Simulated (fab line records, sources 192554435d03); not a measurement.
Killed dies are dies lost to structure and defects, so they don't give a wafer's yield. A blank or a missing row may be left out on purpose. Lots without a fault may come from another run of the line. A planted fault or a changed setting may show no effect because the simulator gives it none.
Split-lot experiment | flow n5_finfet | 7 lots, 21 wafers read, on a route of 1938 steps

THE SPLIT
At N5_BEOL_M3_EXPOSE_08 (exposes mask M3), the setting dose_mj was moved away from the recipe's 33 on 5 of the 21 wafers read, by -5.9% to +6.2%. The other wafers ran this setting at the recipe's value.

FROM THE SPLIT TO THE READING: what the file shows between them, 2 steps
- N5_BEOL_M3_PEB_09: peb time 60 s
- N5_BEOL_M3_DEVELOP_10: develop time 30 s

THE READING
cd_nm, in nm, at N5_BEOL_M3_CD_MEAS_11 (target cd 17.05 nm). Fault-free wafers of this fab line usually give 17.14 nm, standard deviation 0.24 nm.

wafer  | tool, chamber at the split | dose_mj as run | against the recipe | cd_nm, nm | against lot-mates on the recipe
L078.1 | euv_scanner-02, 0          | 31.32          | -5.1%              | 16.09     | -1.03
L078.3 | euv_scanner-02, 0          | 31.32          | -5.1%              | 16.11     | -1.01
L078.4 | euv_scanner-02, 0          | 33             | recipe             | 17.12     | -
L081.3 | euv_scanner-02, 0          | 33             | recipe             | 17.23     | -
L081.4 | euv_scanner-02, 0          | 33             | recipe             | 17.10     | -
L081.6 | euv_scanner-02, 0          | 33             | recipe             | 17.28     | -
L083.2 | euv_scanner-01, 0          | 33             | recipe             | 16.91     | -
L083.3 | euv_scanner-01, 0          | 31.04          | -5.9%              | 15.95     | -1.03
L083.4 | euv_scanner-01, 0          | 33             | recipe             | 17.04     | -
L084.1 | euv_scanner-02, 0          | 35.06          | +6.2%              | 18.77     | +1.60
L084.4 | euv_scanner-02, 0          | 33             | recipe             | 17.19     | -
L084.5 | euv_scanner-02, 0          | 33             | recipe             | 17.15     | -
L085.2 | euv_scanner-02, 0          | 33             | recipe             | 16.97     | -
L085.4 | euv_scanner-02, 0          | 33             | recipe             | 16.95     | -
L085.5 | euv_scanner-02, 0          | 33             | recipe             | 17.13     | -
L095.1 | euv_scanner-02, 0          | 32.21          | -2.4%              | 16.79     | -0.38
L095.4 | euv_scanner-02, 0          | 33             | recipe             | 17.05     | -
L095.6 | euv_scanner-02, 0          | 33             | recipe             | 17.29     | -
L097.1 | euv_scanner-02, 0          | 33             | recipe             | 17.23     | -
L097.2 | euv_scanner-02, 0          | 33             | recipe             | 17.06     | -
L097.4 | euv_scanner-02, 0          | 33             | recipe             | 16.91     | -

THE FIT
A straight line over all 21 wafers: cd_nm changes by +0.218 nm for each +1% of dose_mj; r = +0.97; the points scatter about the line by 0.14 nm.
The same after taking each lot's own level away (the mean of its wafers on the recipe; 21 wafers): +0.211 nm for each +1%; r = +0.98; scatter 0.12 nm.
On that fit, the largest move of dose_mj shifts the reading by 1.3 nm.
The lots' own levels span 16.975 to 17.203 nm, that is 1.0 times the standard deviation above.
So the lot-to-lot level changes the slope little: the two slopes agree.
Check: with one of the wafers moved furthest among these (+6.2%) left out of the fit, the line predicts +1.17 nm for it against its lot-mates. It came out at +1.6 nm against them.

THE WHOLE CHAIN: every reading that the file lists as answering this split, in the file's order
step                  | what it does                                                      | reading                                                               | change (the file's fit)               | r (the file's)
N5_BEOL_M3_CD_MEAS_11 | target cd 17.05 nm                                                | cd_nm                                                                 | +0.209 nm for each +1% of the setting | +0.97
N5_BEOL_M3_ETCH_74    | etches underlayer in N2/H2, target depth 6.5 nm, time 5.2 s       | BEOL_M3.cd_offset_nm (the simulator's own value, which no gauge read) | +0.173 nm for each +1% of the setting | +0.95
N5_BEOL_M3_ETCH_63    | etches SiARC in CF4, target depth 15.6 nm, time 26 s              | BEOL_M3.cd_offset_nm (the simulator's own value, which no gauge read) | +0.163 nm for each +1% of the setting | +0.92
N5_BEOL_M3_HM_OPEN_17 | chemistry Cl2/BCl3, target TiN, target depth 20 nm, overetch 6 nm | BEOL_M3.cd_offset_nm (the simulator's own value, which no gauge read) | +0.147 nm for each +1% of the setting | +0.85

THE FILE'S OWN FIT
cd_nm changes by +0.209 nm for each +1% of dose_mj, r = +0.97.
